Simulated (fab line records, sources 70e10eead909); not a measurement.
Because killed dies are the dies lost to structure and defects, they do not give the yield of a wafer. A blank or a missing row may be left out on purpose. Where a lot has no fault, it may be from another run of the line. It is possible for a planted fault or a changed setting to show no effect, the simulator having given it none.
Chamber matching	flow nand-harc	NHARC_P_ZERO_WELL_DESCUM_13 on rie-diel-10: 4 sister chambers
The step chemistry O2, time 3 s. 8 wafers are shown with their chamber, then 8 later ones without.

WAFERS WITH THEIR CHAMBER
wafer	chamber	drypump-motor-current-A (A)	oes-product-au (a.u.)
L080.4	2	6.0	1.000
L080.5	3	5.5	0.997
L082.3	0	6.0	1.008
L082.6	2	6.0	0.986
L085.3	0	6.0	1.003
L085.4	1	5.7	1.009
L085.6	1	5.6	0.990
L090.1	3	5.5	1.005

WAFERS WHOSE CHAMBER IS MISSING
wafer	drypump-motor-current-A (A)	oes-product-au (a.u.)
L090.3	5.7	1.001
L090.6	5.6	0.996
L091.3	6.0	0.993
L091.4	5.5	1.003
L091.5	6.0	1.005
L094.1	5.6	0.993
L094.4	6.0	0.987
L094.6	6.0	1.014

EACH ONE'S CHAMBER
wafer	from the rows above	in truth
L090.3	1	1
L090.6	can't be placed: 1 or 3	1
L091.3	can't be placed: 2 or 0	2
L091.4	3	3
L091.5	can't be placed: 0 or 2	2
L094.1	can't be placed: 1 or 3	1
L094.4	can't be placed: 2 or 0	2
L094.6	can't be placed: 0 or 2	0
Correctly placed: 2 of 8. From these rows, 6 cannot be placed; in 6 the true chamber is one of the candidates. Placed wrongly: 0.
How it was worked out, from the rows above alone: a wafer's distance from a chamber is the root of the sum, over the readings, of the square of ((its reading less the chamber's mean) divided by the reading's scatter). The wafer belongs to the nearest chamber; if the next one is less than 2 further off, it can't be placed. Each chamber's mean is taken over the wafers shown for it. The scatter: the root of (the sum of the squares of (reading less its chamber's mean) over the shown wafers, divided by (wafers less chambers)).
